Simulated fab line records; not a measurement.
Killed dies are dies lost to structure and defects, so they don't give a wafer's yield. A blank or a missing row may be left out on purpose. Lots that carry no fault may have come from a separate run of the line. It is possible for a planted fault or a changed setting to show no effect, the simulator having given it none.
fab line records | flow n5_finfet
[record] lots = 4 | wafers = 12 | last_day = 16
route steps=1938 shown BEOL_M11@1552 PASSIVATION@1936
lots that met no fault: taken from a fault-free run of the same line
start_h: the number of hours between the record's first day and the start of the first shown wafer of the lot | wait_h: how many hours have passed since the lot's step before this one | " identical to the entry in the row above | L1.1+2: several wafers, shown together as one row | - no value, or no start was given | * or withheld: withheld | < > ~ a bound
route shown NAME@n: a module of which the file shows steps, and the number in the route of the first | usual: mean/standard deviation of fault-free wafers | same: alike in all rows | chamber/n: place in a boat | sites: per-site readings | _std_site: standard deviation of those values | _edge_site: inner sites' mean taken away from outer sites' mean | radius_mm: for every site, how far away it sits from the centre of the wafer | mask NAME#n: copy n | behind: tool/chamber where the wafer was last shaped | hold: what put the lot on hold/how long, in hours/how the hold closed | device: names the non-switching transistor (n, p or np) | end of line: the route-end tests of the same wafers | step lacking rows: just its recipe | killed: at the first sort, the dies lost to defects and structure; wafer yield is something else | map: a wafer's dies, x killed, . not, _ none there
set.NAME: setting as actually run; set.NAME@STEP: the setting as run at that earlier step | model.NAME: the simulator's own value behind a step, which no gauge read
a table for each step, a row for each wafer; lots at some steps of the route
services: when a tool's chamber went out of use (start_h, in hours from the record's first day, below 0 if earlier), for how many hours, and the reason
[[steps]]
[step N5_BEOL_M11_DESCUM_16]
[recipe] chemistry = O2 | time_s = 7.9 | source_power_w = 50 | bias_power_w = 20 | pressure_mtorr = 20 | rf_frequency_hz = 2.712e+07 | temp_c = 40 | resist = CAR-ArF | o2_flow_sccm = 225
[step N5_BEOL_M11_ETCH_61]
[recipe] chemistry = CF4 | target = SiARC | target_depth_a = 390 | mask_material = CAR-ArF | time_s = 65 | ion_energy_ev = 80 | pressure_mtorr = 40 | source_w = 545 | bias_w = 36 | Ar_flow_sccm = 100 | cf4_flow_sccm = 100 | ends = cleared
[step N5_BEOL_M11_ETCH_62]
[recipe] chemistry = N2/H2 | target = SOC | target_depth_a = 1100 | overetch_a = 220 | mask_material = SiARC | temp_c = 40 | time_s = 165 | ion_energy_ev = 200 | pressure_mtorr = 30 | source_w = 840 | bias_w = 150 | n2_flow_sccm = 200 | h2_flow_sccm = 200
[step N5_BEOL_M11_STRIP_68]
[recipe] chemistry = N2/H2 | temp_c = 40 | n2_flow_sccm = 200 | h2_flow_sccm = 200 | rf_frequency_hz = 6e+07
[step N5_BEOL_M11_STRIP_67]
[recipe] chemistry = CF4 | resist = SiARC | power_w = 300 | bias_power_w = 75 | pressure_mtorr = 50 | cf4_flow_sccm = 150 | rf_frequency_hz = 6e+07
[step N5_BEOL_M11_HM_OPEN_17]
[recipe] chemistry = Cl2/BCl3 | target_depth_a = 200 | overetch_a = 60 | target = TiN | mask_material = SOC | ion_energy_ev = 150 | pressure_mtorr = 10 | icp_w = 1000 | bias_w = 126 | Cl2_flow_sccm = 53.25 | bcl3_flow_sccm = 21.75 | Ar_flow_sccm = 25
[step N5_BEOL_M11_STRIP_19]
[recipe] chemistry = O2 | power_w = 400 | temp_c = 40 | pressure_mtorr = 30 | rf_frequency_hz = 6e+07 | bias_power_w = 0 | overash_fraction = 0.2 | o2_flow_sccm = 225
[step N5_BEOL_M11_COAT_63]
[recipe] resist = SOC | temp_c = 250 | time_s = 60 | spin_rpm = 1500 | resist_thk_nm = 100
[step N5_BEOL_M11_COAT_64]
[recipe] resist = SiARC | temp_c = 220 | time_s = 60 | spin_rpm = 1500 | resist_thk_nm = 30
[usual] dispense_pressure_kPa = 51/4 | plate_temp_C = 220.02/0.16 | spin_speed_rpm = 1499.9/1
lot.wafer | tool           | chamber | start_h | wait_h | dispense_pressure_kPa | plate_temp_C | spin_speed_rpm | model.SiARC_of_BEOL_M11_COAT_64.thk_nm
L134.3    | litho_track-03 | 0       | 240.05  | -      | 56                    | 220.06       | 1500.1         | 30
L134.4    | "              | 0       | "       | "      | 56                    | 220.18       | 1502.5         | 30
L134.6    | "              | 0       | "       | "      | 56                    | 220.22       | 1501.1         | 30
L143.2    | litho_track-03 | 0       | 286.95  | -      | 56                    | 219.70       | 1467.7         | 30.4
L143.3    | "              | 0       | "       | "      | 56                    | 219.87       | 1465.9         | 30.2
L143.6    | "              | 0       | "       | "      | 56                    | 219.94       | 1465.7         | 30.2
L147.1    | litho_track-03 | 0       | 324.15  | -      | 56                    | 219.83       | 1464.7         | 30.2
L147.2    | "              | 0       | "       | "      | 56                    | 219.91       | 1465.1         | 30.2
L147.3    | "              | 0       | "       | "      | 56                    | 220.00       | 1465.0         | 30.4
L152.2    | litho_track-02 | 0       | 351.96  | -      | 47                    | 219.99       | 1497.4         | 30
L152.4    | "              | 0       | "       | "      | 47                    | 220.08       | 1498.5         | 30
L152.6    | "              | 0       | "       | "      | 47                    | 220.08       | 1500.0         | 30
[step N5_BEOL_M11_COAT_22]
[recipe] resist = CAR-ArF | spin_rpm = 1500 | resist_thk_nm = 90
[step N5_BEOL_M11_EBR_24]
[recipe] solvent = PGMEA | ebr_width_mm = 1.5
[step N5_BEOL_M11_SOFTBAKE_23]
[recipe] temp_c = 110 | time_s = 60 | resist = CAR-ArF
[step N5_BEOL_M11_EXPOSE_25]
[recipe] mask_id = V10 | na = 1.35 | source_shape = annular | sigma_inner = 0.5 | sigma_outer = 0.8 | polarization = unpolarized | dose_mj = 85.5
[step N5_BEOL_M11_PEB_26]
[recipe] peb_temp_c = withheld | peb_time_s = 60 | resist = CAR-ArF
[step N5_BEOL_M11_DEVELOP_27]
[recipe] develop_time_s = 30 | developer = TMAH | resist = CAR-ArF | rinse_liquid = diw | dry = air_spin | dev_temp_c = 23
[step N5_BEOL_M11_DESCUM_33]
[recipe] chemistry = O2 | time_s = 7.9 | source_power_w = 50 | bias_power_w = 20 | pressure_mtorr = 20 | rf_frequency_hz = 2.712e+07 | temp_c = 40 | resist = CAR-ArF | o2_flow_sccm = 225
[step N5_BEOL_M11_ETCH_65]
[recipe] chemistry = CF4 | target = SiARC | target_depth_a = 390 | mask_material = CAR-ArF | time_s = 65 | ion_energy_ev = 80 | pressure_mtorr = 40 | source_w = 545 | bias_w = 36 | Ar_flow_sccm = 100 | cf4_flow_sccm = 100 | ends = cleared
[usual] drypump_motor_current_A = 5.5/0.41 | etch_rf_on_time_s = 65.0/1.9 | oes_product_au = 0.67/0.051 | rf_vpp_V = 184.2/1.2 | showerhead_plenum_p_Torr = 2.14/0.071 | throttle_valve_pct = 15.51/0.11
lot.wafer | tool        | chamber | start_h | wait_h | drypump_motor_current_A | etch_rf_on_time_s | oes_product_au | rf_hours_counter_h | rf_vpp_V | showerhead_plenum_p_Torr | throttle_valve_pct | model.etch.depth_nm
L134.3    | rie_diel-02 | 0       | 240.44  | 0.0    | 5.0                     | 66.2              | 0.62           | 188                | 184.2    | 2.13                     | 15.65              | 29.94
L134.4    | "           | 1       | "       | "      | 6.0                     | 64.4              | 0.65           | 164                | 183.0    | 2.06                     | 15.41              | 29.98
L134.6    | "           | 2       | "       | "      | 5.9                     | 67.8              | 0.59           | -                  | 184.4    | 2.09                     | 15.68              | 29.91
L143.2    | rie_diel-06 | 0       | 287.32  | 0.0    | 5.7                     | 66.3              | 0.75           | 49                 | 184.9    | 2.18                     | 15.40              | 30.34
L143.3    | "           | 2       | "       | "      | 5.4                     | 62.3              | 0.68           | 125                | 185.0    | 2.23                     | 15.52              | 30.27
L143.6    | "           | 0       | "       | "      | 5.7                     | 66.1              | 0.75           | -                  | 185.5    | 2.18                     | 15.41              | 30.22
L147.1    | rie_diel-02 | 0       | 324.69  | 0.0    | 5.0                     | 65.3              | 0.61           | 214                | 184.0    | 2.12                     | 15.69              | 30.26
L147.2    | "           | 1       | "       | "      | 6.0                     | 64.4              | 0.64           | 190                | 183.3    | 2.05                     | 15.46              | 30.28
L147.3    | "           | 3       | "       | "      | 5.4                     | 65.6              | 0.61           | 192                | 186.1    | 2.20                     | 15.65              | 30.35
L152.2    | rie_diel-06 | 0       | 352.45  | 0.0    | 5.7                     | 65.7              | 0.73           | 69                 | 184.0    | 2.17                     | 15.45              | 30.01
L152.4    | "           | 0       | "       | "      | 5.7                     | 65.5              | 0.73           | -                  | 184.3    | 2.17                     | 15.46              | 30.01
L152.6    | "           | 2       | "       | "      | 5.4                     | 61.0              | 0.67           | -                  | 184.9    | 2.23                     | 15.56              | 29.96
[step N5_BEOL_M11_ETCH_66]
[recipe] chemistry = N2/H2 | target = SOC | target_depth_a = 1200 | overetch_a = 240 | mask_material = SiARC | temp_c = 40 | time_s = 180 | ion_energy_ev = 200 | pressure_mtorr = 30 | source_w = 840 | bias_w = 150 | n2_flow_sccm = 200 | h2_flow_sccm = 200
[usual] drypump_motor_current_A = 5.5/0.41 | h2_flow_sccm = 199.9/0.61 | oes_product_au = 0.64/0.048 | rf_vpp_V = 524.1/2.8 | showerhead_plenum_p_Torr = 2.55/0.1 | throttle_valve_pct = 17.75/0.22
lot.wafer | tool        | chamber | start_h | wait_h | drypump_motor_current_A | h2_flow_sccm | oes_product_au | rf_hours_counter_h | rf_vpp_V | showerhead_plenum_p_Torr | throttle_valve_pct | model.SiARC_of_BEOL_M11_COAT_64.thk_nm
L134.3    | rie_diel-02 | 0       | 240.49  | 0.0    | 5.1                     | 198.7        | 0.59           | 188                | 523.2    | 2.51                     | 17.67              | 22.6
L134.4    | "           | 1       | "       | "      | 6.1                     | 199.8        | 0.61           | 164                | 520.5    | 2.42                     | 17.46              | 23
L134.6    | "           | 2       | "       | "      | 5.9                     | 199.7        | 0.58           | -                  | 522.2    | 2.50                     | 17.94              | 23.2
L143.2    | rie_diel-06 | 0       | 287.37  | 0.0    | 5.6                     | 199.6        | 0.71           | 49                 | 526.1    | 2.59                     | 17.56              | 23.2
L143.3    | "           | 2       | "       | "      | 5.4                     | 199.9        | 0.63           | 126                | 527.7    | 2.66                     | 17.74              | 22.8
L143.6    | "           | 0       | "       | "      | 5.7                     | 199.3        | 0.71           | -                  | 526.6    | 2.59                     | 17.55              | 23
L147.1    | rie_diel-02 | 0       | 324.74  | 0.0    | 5.1                     | 199.9        | 0.57           | 214                | 523.2    | 2.50                     | 17.71              | 22.8
L147.2    | "           | 1       | "       | "      | 6.0                     | 199.5        | 0.60           | 190                | 521.2    | 2.40                     | 17.54              | 23.2
L147.3    | "           | 3       | "       | "      | 5.5                     | 199.4        | 0.58           | 192                | 525.5    | 2.64                     | 18.12              | 23.4
L152.2    | rie_diel-06 | 0       | 352.50  | 0.0    | 5.6                     | 200.3        | 0.69           | 69                 | 524.5    | 2.58                     | 17.60              | 22.8
L152.4    | "           | 0       | "       | "      | 5.6                     | 200.0        | 0.69           | -                  | 524.1    | 2.58                     | 17.59              | 22.8
L152.6    | "           | 2       | "       | "      | 5.4                     | 201.1        | 0.62           | -                  | 528.1    | 2.65                     | 17.78              | 22.6
[step N5_BEOL_M11_STRIP_69]
[recipe] chemistry = N2/H2 | temp_c = 40 | n2_flow_sccm = 200 | h2_flow_sccm = 200 | rf_frequency_hz = 6e+07
[step N5_PASSIVATION_PROBE_49]
[usual] defect_limited_yield = 91.4/1.6 | killed_at_M0_to_M3 = 31/11 | killed_at_M4_up = 14/5.7 | killed_at_contacts = 12/6 | killed_at_front_end = 41/13 | killed_at_other = 3.3/2.8 | killed_dies = 101/19 | killed_open = 67/14 | killed_short = 33/8.2 | sort_bin_5_function = 5.0/1.1 | sort_bin_6_memory = 3.3/0.74 | sort_n_pass = 1078/20 | sort_yield_pct = 91.3/1.7
[same] gross_dies = 1180 | killed_at_back_side = 0 | sort_bin_4_leakage[%] = 0 | sort_bin_8_speed[%] = 0
lot.wafer | tool      | chamber | start_h | wait_h | defect_limited_yield[%] | killed_at_M0_to_M3 | killed_at_M4_up | killed_at_contacts | killed_at_front_end | killed_at_other | killed_dies | killed_open | killed_short | sort_bin_5_function[%] | sort_bin_6_memory[%] | sort_n_pass | sort_yield_pct[%]
L152.2    | prober-01 | -       | 394.67  | 0.1    | 91.4                    | 27                 | 19              | 14                 | 38                  | 3               | 101         | 71          | 30           | 4.3                    | 4.0                  | 1079        | 91.4
L152.4    | prober-01 | -       | 394.77  | 0.2    | 89.7                    | 29                 | 20              | 24                 | 49                  | 0               | 122         | 82          | 39           | 5.8                    | 4.4                  | 1058        | 89.7
L152.6    | prober-01 | -       | 394.87  | 0.3    | 90.8                    | 21                 | 21              | 16                 | 51                  | 0               | 109         | 72          | 37           | 5.5                    | 3.2                  | 1071        | 90.8
// killed by level:class
L152.2 FIN_SAQP:geometric_particle:open=14 MOL_CONTACT_COAG:geometric_particle:open=13 FIN_SAQP:geometric_particle:short=9 BEOL_M0_SAQP:geometric_particle:open=8 BEOL_M4:geometric_particle:open=8 DUMMY_GATE:geometric_particle:open=7 BEOL_M0_SAQP:geometric_particle:short=7 BEOL_M2:geometric_particle:open=4
L152.4 STI_FIN_REVEAL:geometric_particle:open=20 MOL_CONTACT_COAG:geometric_particle:open=20 FIN_SAQP:geometric_particle:short=12 BEOL_M4:geometric_particle:open=6 BEOL_M0_SAQP:geometric_particle:short=6 BEOL_M2:geometric_particle:open=5 MOL_CONTACT_COAG:geometric_particle:short=4 BEOL_M0_SAQP:geometric_particle:open=4
L152.6 MOL_CONTACT_COAG:geometric_particle:open=16 STI_FIN_REVEAL:geometric_particle:open=15 FIN_SAQP:geometric_particle:short=11 BEOL_M4:geometric_particle:open=11 FIN_SAQP:geometric_particle:open=7 STI_FIN_REVEAL:geometric_particle:short=6 BEOL_M0_SAQP:geometric_particle:open=6 BEOL_M4:geometric_particle:short=6
[[services]]
tool           | chamber | start_h | hours | kind
litho_track-02 | -       | 233.31  | -     | consumable_replace:filter
rie_diel-06    | 1       | 237.52  | -     | clean
rie_diel-06    | 1       | 237.52  | -     | consumable_replace:focus_ring
rie_diel-06    | 1       | 237.52  | 21.4  | scheduled_down
rie_diel-06    | 1       | 237.52  | 21.4  | vent_cycle
rie_diel-06    | 3       | 272.94  | 8.2   | repair
rie_diel-06    | 3       | 335.24  | 4.3   | repair
rie_diel-02    | 2       | 345.20  | -     | clean
rie_diel-02    | 2       | 345.20  | -     | consumable_replace:focus_ring
rie_diel-02    | 2       | 345.20  | 14.0  | scheduled_down
rie_diel-02    | 2       | 345.20  | 14.0  | vent_cycle
rie_diel-06    | 1       | 347.84  | 8.6   | repair
[[key]]
[first_sign] step = N5_BEOL_M11_COAT_64 | reading = spin_speed_rpm | direction = down | sigmas = 33 | usual = * | struck = *
effect none on later readings
[model_effect] step = N5_BEOL_M11_COAT_64 | value = SiARC_of_BEOL_M11_COAT_64.thk_nm | without = 29.97 | struck = 30.27
[model_effect] step = N5_BEOL_M11_ETCH_65 | value = etch.depth_nm | without = 29.94 | struck = 30.28
[model_effect] step = N5_BEOL_M11_ETCH_66 | value = SiARC_of_BEOL_M11_COAT_64.thk_nm | without = 22.7 | struck = 23.07
met_at N5_BEOL_M11_COAT_64
struck_wafers L143.2,L143.3,L143.6,L147.1,L147.2,L147.3
onset_between 240.05 286.95
[fault] kind = process_parameter_drift | tool = litho_track-03 | chamber = - | onset_h = 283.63 | steps = N5_BEOL_M11_COAT_64 | channel = spin_rpm | offset = * | shape = step | end_h = 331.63 | acts_in = * | stated = *
